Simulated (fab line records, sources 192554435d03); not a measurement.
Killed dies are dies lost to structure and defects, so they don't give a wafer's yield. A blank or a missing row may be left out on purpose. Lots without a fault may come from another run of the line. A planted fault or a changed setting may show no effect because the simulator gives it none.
fab line records | flow n5_finfet
record lots=6 wafers=18 last_day=19
route steps=1938 shown STI_FIN_REVEAL@187 DUMMY_GATE@212 PASSIVATION@1936
lots that met no fault: from a run of the same line without faults
start_h: hours from the record's first day to the start of the lot's first wafer shown | wait_h: hours since the lot's step before | " the same as in the row above | L1.1+2: a row that stands for several wafers | - no value, or no start given | * or withheld: withheld | < > ~ a bound
route shown NAME@n: a module of which the file shows steps, and the number in the route of the first | usual: mean/standard deviation of fault-free wafers | same: alike in all rows | chamber/n: place in a boat | sites: the reading at each site | _std_site: their standard deviation | _edge_site: outer sites' mean less inner sites' | radius_mm: how far each site lies from the wafer's centre | mask NAME#n: copy n | behind: the tool/chamber that last shaped the wafer | hold: why the lot was held/for how many hours/how that ended | device: the transistor (n, p or np) that didn't switch | end of line: the same wafers' tests at the end of the route | a step without rows: its recipe alone | killed: dies lost to structure and defects at the first sort, not the wafer's yield | map: a wafer's dies, x killed, . not, _ none there
set.NAME: the setting as run; set.NAME@STEP: as run at that earlier step | model.NAME: the simulator's own value behind a step, which no gauge read
lots at some steps of the route; a table a step, a row a wafer
services: from which hour (start_h, from the record's first day; less than 0 if before it) a tool's chamber was out of use, for how many hours, and why
## steps
# step N5_STI_FIN_REVEAL_CMP_04
# recipe stop_on=Si3N4 t_overpolish_s=4 down_force_psi=2 platen_rpm=54.18 post_cmp_clean=alkaline_brush pad_velocity_m_s=1.078 target_thk_nm=131.83
# usual motor_current_A=8.2/0.88 overpolish_run_s=4.000/0.0084 time_to_endpoint_s=109/5.2
# columns lot.wafer tool chamber start_h wait_h motor_current_A overpolish_run_s time_to_endpoint_s
L215.2 cmp-02 2 50.81 0.1 8.4 4.002 104
L215.3 " 3 " " 8.3 3.986 109
L215.5 " 1 " " 8.4 3.987 111
L222.1 cmp-02 2 94.41 0.0 8.0 4.003 104
L222.3 " 0 " " 10.0 3.997 109
L222.4 " 1 " " 8.8 3.996 114
L224.4 cmp-03 0 109.35 0.0 7.6 4.009 104
L224.2 " 3 " " 6.8 4.005 107
L224.6 " 0 " " 8.0 4.004 106
L231.1 cmp-01 0 147.10 0.1 8.8 3.991 109
L231.6 " 2 " " 7.4 4.006 103
L231.5 " 3 " " 7.0 3.995 111
L234.3 cmp-01 0 166.61 0.2 8.5 4.004 109
L234.4 " 2 " " 7.3 4.003 103
L234.6 " 0 " " 8.7 4.004 111
L235.2 cmp-01 0 173.78 0.0 8.2 4.013 111
L235.1 " 1 " " 8.0 3.993 116
L235.6 " 0 " " 8.4 4.002 110
# step N5_STI_FIN_REVEAL_THK_MEAS_05
# usual thk_nm=132.3/1.2
# columns lot.wafer tool chamber start_h wait_h thk_nm
L215.2 film_metro-02 - 51.03 - 130.6
L215.3 " - " " 131.5
L215.5 " - " " 132.1
L222.1 film_metro-01 - 94.71 - 131.6
L222.3 " - " " 132.4
L222.4 " - " " 133.0
L224.2 film_metro-01 - 109.65 - 132.1
L224.4 " - " " 132.3
L224.6 " - " " 131.9
L231.1 film_metro-01 - 147.32 - 132.2
L231.5 " - " " 131.5
L231.6 " - " " 131.2
L234.3 film_metro-02 - 166.86 - 132.1
L234.4 " - " " 130.9
L234.6 " - " " 131.7
L235.1 film_metro-01 - 174.07 - 134.7
L235.2 " - " " 132.8
L235.6 " - " " 132.4
# step N5_STI_FIN_REVEAL_DENSIFY_30
# recipe temp_c=* time_s=* ambient=N2 idle_temp_c=600 ramp_up_c_per_s=150 ramp_down_c_per_s=60 cool_to_c=600
# usual lamp_power_pct=11.53/0.053 lamp_zone_5_pct=11.534/0.016 wafer_temp_C_max=*
# columns lot.wafer tool chamber start_h wait_h lamp_power_pct lamp_zone_5_pct wafer_temp_C_max
L215.2 rtp_anneal-02 0 51.27 0.2 11.56 11.542 *
L215.3 " 0 " " 11.55 11.522 *
L215.5 " 0 " " 11.44 11.549 *
L222.1 rtp_anneal-01 0 94.74 0.0 11.54 11.524 *
L222.3 " 0 " " 11.46 11.558 *
L222.4 " 0 " " 11.47 11.509 *
L224.2 rtp_anneal-02 0 109.70 0.1 11.52 11.553 *
L224.4 " 0 " " 11.46 11.539 *
L224.6 " 0 " " 11.53 11.531 *
L231.1 rtp_anneal-01 0 147.56 0.2 11.53 11.548 *
L231.5 " 0 " " 11.55 11.523 *
L231.6 " 0 " " 11.54 11.506 *
L234.3 rtp_anneal-02 0 166.95 0.1 11.49 11.532 *
L234.4 " 0 " " 11.51 11.563 *
L234.6 " 0 " " 11.63 11.522 *
L235.1 rtp_anneal-02 0 174.14 0.1 11.60 11.522 *
L235.2 " 0 " " 11.49 11.534 *
L235.6 " 0 " " 11.54 11.538 *
# step N5_STI_FIN_REVEAL_ETCHBACK_08
# recipe chemistry=C4F6/O2 target=SiO2 target_depth_a=305 time_s=10.167 ion_energy_ev=250 pressure_mtorr=30 source_w=345 bias_w=185 Ar_flow_sccm=300 C4F6_flow_sccm=10 O2_flow_sccm=10
# usual drypump_motor_current_A=5.5/0.34 oes_o_777_au=0.78/0.068 oes_product_au=0.78/0.068 rf_vpp_V=668/14 showerhead_plenum_p_Torr=2.86/0.081 throttle_valve_pct=21.35/0.18
# columns lot.wafer tool chamber start_h wait_h drypump_motor_current_A oes_o_777_au oes_product_au rf_hours_counter_h rf_vpp_V showerhead_plenum_p_Torr throttle_valve_pct
L215.2 rie_diel-01 1 51.45 0.2 5.8 0.68 0.68 243 686 2.92 21.46
L215.3 " 2 " " 5.7 0.87 0.85 56 656 2.88 21.23
L215.5 " 0 " " 5.7 0.87 0.90 - 673 2.91 21.26
L222.1 rie_diel-06 0 94.95 0.2 5.2 0.76 0.73 172 652 2.95 21.48
L222.3 " 1 " " 5.2 0.68 0.71 234 676 2.84 21.44
L222.4 " 1 " " 5.2 0.68 0.70 - 678 2.84 21.44
L224.2 rie_diel-06 3 109.89 0.2 5.9 0.78 0.78 141 644 2.76 21.31
L224.4 " 2 " " 5.1 0.69 0.72 174 668 2.98 21.37
L224.6 " 3 " " 5.9 0.78 0.77 - 644 2.76 21.30
L231.1 rie_diel-01 3 147.78 0.2 5.7 0.75 0.75 176 672 2.83 21.40
L231.5 " 2 " " 5.7 0.83 0.81 - 655 2.87 21.27
L231.6 " 1 " " 5.7 0.92 0.94 - 679 2.90 21.08
L234.3 rie_diel-06 1 167.11 0.1 5.2 0.97 1.01 3 677 2.83 21.17
L234.4 " 0 " " 5.2 0.74 0.72 198 651 2.94 21.50
L234.6 " 2 " " 5.1 0.68 0.70 - 669 2.97 21.40
L235.1 rie_diel-01 3 174.37 0.2 5.7 0.74 0.74 186 672 2.83 21.39
L235.2 " 2 " " 5.7 0.82 0.80 98 654 2.86 21.29
L235.6 " 0 " " 5.8 0.81 0.82 - 671 2.89 21.33
# step N5_STI_FIN_REVEAL_STRIP_24
# recipe chemistry=N2/H2 time_s=90 power_w=100 temp_c=40 pressure_mtorr=100 rf_frequency_hz=6e+07 bias_power_w=3 n2_flow_sccm=300 h2_flow_sccm=300
# step N5_STI_FIN_REVEAL_PRECLEAN_25
# recipe chemistry=SPM time_s=90 temp_c=120 mix=4:1
# step N5_STI_FIN_REVEAL_PRECLEAN_26
# recipe chemistry=SC1 time_s=45 temp_c=46 mix=1:2:100
# step N5_STI_FIN_REVEAL_PRECLEAN_29
# recipe chemistry=DHF time_s=30 temp_c=25 dilution=300:1
# step N5_STI_FIN_REVEAL_SRD_12
# recipe time_s=30 temp_c=23 rinse_liquid=diw dry=ipa_marangoni
# step N5_STI_FIN_REVEAL_RECESS_09
# recipe chemistry=HF/NH3 target=SiO2 afs_cycles=11 target_depth_a=425 temp_c=30 sublimation_temp_c=180 sublimation_time_s=60
# usual drypump_motor_current_A=5.81/0.2
# same afs_cycles=11
# columns lot.wafer tool chamber start_h wait_h drypump_motor_current_A
L215.2 vapor_etch-01 0 51.71 0.0 5.77
L215.3 " 1 " " 5.43
L215.5 " 0 " " 5.77
L222.1 vapor_etch-02 0 95.20 0.0 5.91
L222.3 " 0 " " 5.90
L222.4 " 1 " " 5.99
L224.2 vapor_etch-02 0 110.14 0.0 5.93
L224.4 " 0 " " 5.93
L224.6 " 0 " " 5.89
L231.1 vapor_etch-01 0 148.03 0.0 5.78
L231.5 " 1 149.09 1.1 5.46
L231.6 " 0 " " 5.79
L234.3 vapor_etch-01 0 167.89 0.6 5.78
L234.4 " 1 " " 5.44
L234.6 " 0 " " 5.78
L235.1 vapor_etch-01 0 174.62 0.0 5.77
L235.2 " 1 " " 5.46
L235.6 " 1 175.68 1.1 5.44
# step N5_STI_FIN_REVEAL_STRIP_16
# recipe chemistry=H3PO4 material=SiNx temp_c=165 target_depth_a=238 overetch_fraction=0.4964 dry=ipa_marangoni
# step N5_STI_FIN_REVEAL_PRECLEAN_17
# recipe chemistry=NF3:NH3 afs_cycles=1 temp_c=30 time_s=20 sublimation_temp_c=180 sublimation_time_s=60 pressure_torr=3 rf_power_w=30
# step N5_STI_FIN_REVEAL_ETCH_34
# recipe chemistry=H2 mode=isotropic material=Si target=Si target_depth_a=9.7 temp_c=20 pressure_mtorr=4.5 icp_w=300 bias_w=0 h2_flow_sccm=7.5 he_flow_sccm=142.5
# usual drypump_motor_current_A=5.7/0.42 h2_flow_sccm=7.499/0.025 oes_product_au=1.004/0.019 throttle_valve_pct=25.7/0.55
# columns lot.wafer tool chamber start_h wait_h drypump_motor_current_A h2_flow_sccm oes_product_au rf_hours_counter_h throttle_valve_pct
L215.2 rie_si-05 2 53.80 0.1 5.3 7.474 1.006 5 26.5
L215.3 " 0 " " 6.3 7.500 1.002 8 25.3
L215.5 " 2 " " 5.3 7.493 1.003 - 26.5
L222.1 rie_si-05 2 97.29 0.2 5.3 7.503 1.003 5 26.5
L222.3 " 1 " " 6.4 7.505 0.994 106 24.5
L222.4 " 2 " " 5.3 7.481 1.008 - 26.5
L224.2 rie_si-01 3 112.23 0.1 5.9 7.492 1.013 155 26.2
L224.4 " 2 " " 5.5 7.516 0.990 116 25.3
L224.6 " 1 " " 5.5 7.480 1.021 - 26.2
L231.1 rie_si-05 3 150.14 0.2 5.6 7.484 0.995 1 25.0
L231.5 " 3 " " 5.6 7.512 1.007 - 25.1
L231.6 " 2 " " 5.3 7.484 1.012 - 26.5
L234.3 rie_si-05 1 169.48 0.1 6.3 7.501 0.985 108 24.5
L234.4 " 3 " " 5.6 7.526 0.998 1 25.1
L234.6 " 2 " " 5.3 7.472 1.007 - 26.5
L235.1 rie_si-01 2 176.71 0.2 5.5 7.485 0.994 118 25.3
L235.2 " 3 " " 5.8 7.491 1.037 156 26.2
L235.6 " 2 " " 5.5 7.468 0.997 - 25.3
# step N5_STI_FIN_REVEAL_OXIDATION_31
# recipe chemistry=O2_PLASMA_REMOTE temp_c=150 time_s=20 pressure_mtorr=1000 source_power_w=2000 o2_flow_sccm=3000
# step N5_STI_FIN_REVEAL_PRECLEAN_32
# recipe chemistry=NF3:NH3 afs_cycles=1 temp_c=30 time_s=20 sublimation_temp_c=180 sublimation_time_s=60 pressure_torr=3 rf_power_w=30
# step N5_STI_FIN_REVEAL_STRIP_35
# recipe chemistry=H3PO4 material=Si3N4 temp_c=165 target_depth_a=40 time_s=39
# step N5_STI_FIN_REVEAL_SRD_21
# recipe dry=ipa_marangoni time_s=30 temp_c=23 rinse_liquid=diw
# step N5_STI_FIN_REVEAL_OXIDATION_33
# recipe chemistry=O2_PLASMA_REMOTE temp_c=150 time_s=20 pressure_mtorr=1000 source_power_w=2000 o2_flow_sccm=3000
# usual drypump_motor_current_A=5.26/0.18 heater_power_w=156/15
# columns lot.wafer tool chamber start_h wait_h drypump_motor_current_A heater_power_w rf_hours_counter_h
L215.2 plasma_asher-02 0 54.21 0.0 5.38 167 86
L215.3 " 1 " " 5.18 154 -
L215.5 " 0 " " 5.38 171 -
L222.1 plasma_asher-02 0 97.71 0.0 5.39 168 94
L222.3 " 1 " " 5.15 152 -
L222.4 " 0 " " 5.37 169 -
L224.2 plasma_asher-01 1 112.64 0.0 5.47 120 43
L224.4 " 1 " " 5.47 127 -
L224.6 " 1 " " 5.48 123 -
L231.1 plasma_asher-02 0 150.56 0.0 5.38 169 104
L231.5 " 1 " " 5.17 154 -
L231.6 " 0 " " 5.38 174 -
L234.3 plasma_asher-02 0 169.91 0.0 5.39 174 -
L234.4 " 1 " " 5.18 154 -
L234.6 " 0 " " 5.41 169 -
L235.1 plasma_asher-02 0 177.12 0.0 5.39 167 110
L235.2 " 1 " " 5.18 151 110
L235.6 " 1 " " 5.15 158 -
# step N5_STI_FIN_REVEAL_CLEAN_19
# recipe chemistry=O3/DIW temp_c=25 time_s=120 o3_ppm=10
# step N5_STI_FIN_REVEAL_SRD_23
# recipe dry=ipa_marangoni time_s=30 temp_c=23 rinse_liquid=diw
# step N5_STI_FIN_REVEAL_CD_MEAS_22
# recipe target_cd_nm=6.238 pitch_nm=28 polarity=line
# usual cd_nm=6.25/0.24
# columns lot.wafer tool chamber start_h wait_h cd_nm
L215.2 cd_sem-01 - 54.37 0.0 6.37
L215.3 " - " " 5.56
L215.5 " - " " 5.82
L222.1 cd_sem-01 - 97.87 0.0 6.35
L222.3 " - " " 6.34
L222.4 " - " " 6.41
L224.2 cd_sem-03 - 112.80 0.0 6.27
L224.4 " - " " 6.43
L224.6 " - " " 5.92
L231.1 cd_sem-01 - 150.72 0.0 6.32
L231.5 " - " " 5.93
L231.6 " - " " 5.88
L234.3 cd_sem-03 - 170.07 0.0 6.01
L234.4 " - " " 6.26
L234.6 " - " " 6.32
L235.1 cd_sem-03 - 177.29 0.0 6.28
L235.2 " - " " 6.04
L235.6 " - " " 5.98
# step N5_STI_FIN_REVEAL_FIN_H_MEAS_10
# usual trench_depth_nm=52.2/0.67
# columns lot.wafer tool chamber start_h wait_h trench_depth_nm
L215.2 ocd-02 - 54.40 0.0 52.5
L215.3 " - " " 52.8
L215.5 " - " " 52.9
L222.1 ocd-02 - 97.90 0.0 51.9
L222.3 " - " " 52.7
L222.4 " - " " 52.8
L224.2 ocd-01 - 112.84 0.0 52.1
L224.4 " - " " 52.0
L224.6 " - " " 51.8
L231.1 ocd-02 - 150.76 0.0 52.2
L231.5 " - " " 51.9
L231.6 " - " " 52.7
L234.3 ocd-01 - 170.10 0.0 53.2
L234.4 " - " " 52.0
L234.6 " - " " 52.3
L235.1 ocd-02 - 177.32 0.0 51.9
L235.2 " - " " 51.2
L235.6 " - " " 50.8
# step N5_STI_FIN_REVEAL_PRECLEAN_18
# recipe chemistry=SC2 time_s=45 temp_c=35 mix=1:1:50
# step N5_STI_FIN_REVEAL_SRD_28
# recipe dry=ipa_marangoni time_s=30 temp_c=23 rinse_liquid=diw
# step N5_STI_FIN_REVEAL_INSPECT_13
# recipe inspect_instrument=darkfield mode=post_clean
# usual raw_defect_count=11/4.5
# columns lot.wafer tool chamber start_h wait_h raw_defect_count
L215.2 defect_inspect-02 - 54.49 0.0 11
L215.3 " - " " 9
L215.5 " - " " 10
L222.1 defect_inspect-01 - 97.99 0.0 9
L222.3 " - " " 9
L222.4 " - " " 16
L224.2 defect_inspect-02 - 112.92 0.0 11
L224.4 " - " " 22
L224.6 " - " " 17
L231.1 defect_inspect-02 - 150.85 0.0 641
L231.5 " - " " 636
L231.6 " - " " 685
L234.3 defect_inspect-01 - 170.18 0.0 677
L234.4 " - " " 633
L234.6 " - " " 627
L235.1 defect_inspect-01 - 177.41 0.0 7
L235.2 " - " " 16
L235.6 " - " " 13
# step N5_DUMMY_GATE_PRECLEAN_00
# recipe chemistry=O3/DIW time_s=60 temp_c=22 o3_ppm=10
# step N5_PASSIVATION_PROBE_49
# usual killed_at_M0_to_M3=35/12 killed_at_M4_up=13/5.8 killed_at_contacts=12/5.5 killed_at_front_end=36/9.9 killed_at_other=4/3.7 killed_dies=101/18 killed_open=66/13 killed_short=33/8
# same gross_dies=1180 killed_at_back_side=0
# columns lot.wafer tool chamber start_h wait_h killed_at_M0_to_M3 killed_at_M4_up killed_at_contacts killed_at_front_end killed_at_other killed_dies killed_open killed_short
L231.1 prober-02 - 412.09 0.0 27 17 11 92 0 147 74 21
L231.5 prober-02 - 412.29 0.2 29 20 9 74 1 133 57 29
L231.6 prober-02 - 412.34 0.3 30 5 12 169 0 216 57 26
L234.3 prober-01 - 429.06 0.1 26 19 17 107 4 173 53 41
L234.4 prober-01 - 429.11 0.2 57 14 9 69 7 156 64 41
L234.6 prober-01 - 429.21 0.3 40 29 14 165 3 251 81 40
# killed by level:class
L231.1 STI_FIN_REVEAL:unspecified=49 STI_FIN_REVEAL:geometric_particle:open=9 FIN_SAQP:geometric_particle:open=8 DUMMY_GATE:geometric_particle:open=8 BEOL_M3:geometric_particle:open=8 MOL_CONTACT_COAG:geometric_particle:open=7 BEOL_M0_SAQP:geometric_particle:open=6 BEOL_M5:geometric_particle:open=5
L231.5 STI_FIN_REVEAL:unspecified=46 BEOL_M3:geometric_particle:open=10 MOL_CONTACT_COAG:geometric_particle:open=9 BEOL_M0_SAQP:geometric_particle:short=7 BEOL_M4:geometric_particle:open=7 FIN_SAQP:geometric_particle:open=5 GATE_CUT:geometric_particle:short=5 BEOL_M0_SAQP:geometric_particle:open=5
L231.6 STI_FIN_REVEAL:unspecified=131 DUMMY_GATE:geometric_particle:open=13 MOL_CONTACT_COAG:geometric_particle:open=12 STI_FIN_REVEAL:geometric_particle:open=7 BEOL_M2:geometric_particle:short=6 BEOL_M0_SAQP:geometric_particle:short=6 FIN_SAQP:geometric_particle:short=4 FIN_SAQP:geometric_particle:open=4
L234.3 STI_FIN_REVEAL:unspecified=76 MOL_CONTACT_COAG:geometric_particle:open=13 FIN_SAQP:geometric_particle:short=12 BEOL_M4:geometric_particle:open=10 BEOL_M2:geometric_particle:open=6 BEOL_M2:geometric_particle:short=6 BEOL_M0_SAQP:geometric_particle:short=4 FIN_SAQP:geometric_particle:open=4
L234.4 STI_FIN_REVEAL:unspecified=49 BEOL_M1:geometric_particle:open=15 BEOL_M0_SAQP:geometric_particle:short=13 BEOL_M0_SAQP:geometric_particle:open=9 BEOL_M2:geometric_particle:open=8 MOL_CONTACT_COAG:geometric_particle:open=6 STI_FIN_REVEAL:geometric_particle:open=5 GATE_CUT:geometric_particle:short=3
L234.6 STI_FIN_REVEAL:unspecified=127 MOL_CONTACT_COAG:geometric_particle:open=13 BEOL_M4:geometric_particle:open=13 BEOL_M0_SAQP:geometric_particle:short=11 BEOL_M2:geometric_particle:open=9 STI_FIN_REVEAL:geometric_particle:open=8 BEOL_M1:geometric_particle:open=8 FIN_SAQP:geometric_particle:open=7
# map L231.6 (x killed, . not)
_________________...x....xx..________________
______________.................._____________
___________..x........x......x.....__________
__________..x................x......_________
________x.x...xx.x...................._______
_______.xxxxx.x.x.........x..x.........______
______..xxxxxxxxxxx..................x.._____
_____.xxxxxxxxxxxxxx.....................____
____xxx.xxxxxxxxxx.x.....................x___
___..x.xxxxxxxxxxx....................x...x__
___.xxxxxxxxxxxxxx.x........xx.............__
__..x..xxxxxxxxxx.x.x.....x.....x..........._
__....xxxxxxxxxxxxx......................x.._
_.....xx.xxxxxxxxxx.........x...........x....
_.....x.xxxxxxx.x...............x..x.....x...
_........x.x.xx.xx..x.............x......x..x
_........x....xx..........x......x......x....
_.......xx...x.............x.......x.x.......
_.......x.x...x..x........................xx.
_.........x.....xx...........................
_.................xx...x........xx.....x.....
__.........................................._
__.............x.....x...................x.._
___..x...............x..x.............x....__
___.............................x.........x__
____..x..............................x....___
_____.............................x......____
______....x............................x_____
_______.......................x....x...______
________......x........x.......x......_______
__________..x..x...x...xx..........._________
___________............x...........__________
______________....x.....xx...x.._____________
_________________..x.........________________
# map L234.6 (x killed, . not)
_________________............________________
______________.x.............x.._____________
___________..x..................x.x__________
__________...xx.......x..........xx._________
________.xx.x.xxx...xx..........x....._______
_______x..xxxxx..x.....x...............______
______..xxxxxxxxxx...............x......_____
_____..x.xxxxxxxxx.x.x...................____
____.x.xxxxxxxxxxxx.......................___
___..xx.xxxxxxxxxx.xx............x.........__
___.xxxxxxxxxxxxx..x.....x.x.......x..x....__
__...xxxxxxxxxxxxx...xx.x...x.....xxx....xx._
__....xxxxxxxxxxxxx.x.x...........x........._
_.....xxxxxxxxxxxxx...x......................
_....xxxxxx.xxxxx.xx..........xx.............
_......xx....xxx..........x............x.....
_x...x...xx....xxx.........x.........x.......
_.........x.....x..........xx..............x.
_..x......x.x........x.x.....................
_..x....x.....x....x.x............x..........
_.............x..............x.x...x......x..
__............................x............x_
__........x...............x....x............_
___x...........x.....x..x........x........x__
___.x......................x...x........x..__
____..x...x.xx..x.xx.....x................___
_____x...xx..x...x.....x.x...........xx..____
______................x.x..............._____
_______........x..............x......x.______
________....x.........x..............x_______
__________..x......x.x..........x..._________
___________.x..............x..x....__________
______________x..x.............._____________
_________________.x.....x....________________
## services
# columns tool chamber start_h hours kind
rie_diel-01 - 27.29 0.3 repair
cmp-01 - 54.24 1.2 repair
cmp-03 - 58.66 4.0 pm
cmp-01 - 63.85 0.6 repair
cmp-01 - 70.94 0.4 repair
rie_diel-01 1 72.25 - clean
rie_diel-01 1 72.25 - consumable_replace:esc
rie_diel-01 1 72.25 - consumable_replace:focus_ring
rie_diel-01 1 72.25 27.6 scheduled_down
rie_si-05 3 82.56 - clean
rie_si-05 3 82.56 20.1 scheduled_down
rie_si-05 3 82.56 20.1 vent_cycle
rie_diel-01 2 84.59 4.7 repair
cmp-01 - 86.08 1.8 repair
cmp-03 - 89.40 0.2 repair
vapor_etch-01 - 91.89 0.4 repair
rie_si-01 3 91.94 6.1 repair
rie_diel-06 3 93.50 2.2 repair
cmp-01 - 120.50 1.2 repair
cmp-02 - 130.92 1.4 repair
cmp-02 - 142.79 4.0 pm
plasma_asher-02 - 158.03 2.8 pm
rie_si-05 2 161.47 5.7 repair
rie_diel-06 1 176.21 35.1 repair
## key
first_sign step=N5_STI_FIN_REVEAL_INSPECT_13 reading=raw_defect_count direction=up sigmas=99+ usual=11 struck=650
effect step=N5_PASSIVATION_PROBE_49 reading=killed_at_front_end direction=up sigmas=7.7 usual=36 struck=113
more_kills_born_at N5_STI_FIN_REVEAL_ETCH_34@rie_si-05=478
met_at N5_STI_FIN_REVEAL_ETCH_34
struck_wafers L231.1,L231.5,L231.6,L234.3,L234.4,L234.6
tester_left_out L231,L234
onset_between 97.29 150.14
fault kind=chamber_particle_source tool=rie_si-05 chamber=- onset_h=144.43 steps=N5_STI_FIN_REVEAL_ETCH_34 rate_per_visit_cm2=0.99715 end_h=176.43
# tester_left_out: of these lots the tester's yield and bins aren't shown, on N5 and GAA mostly nor the transistor test; their killed dies are dies lost to structure and defects alone, not to doping, threshold or leakage, so they don't give the yield
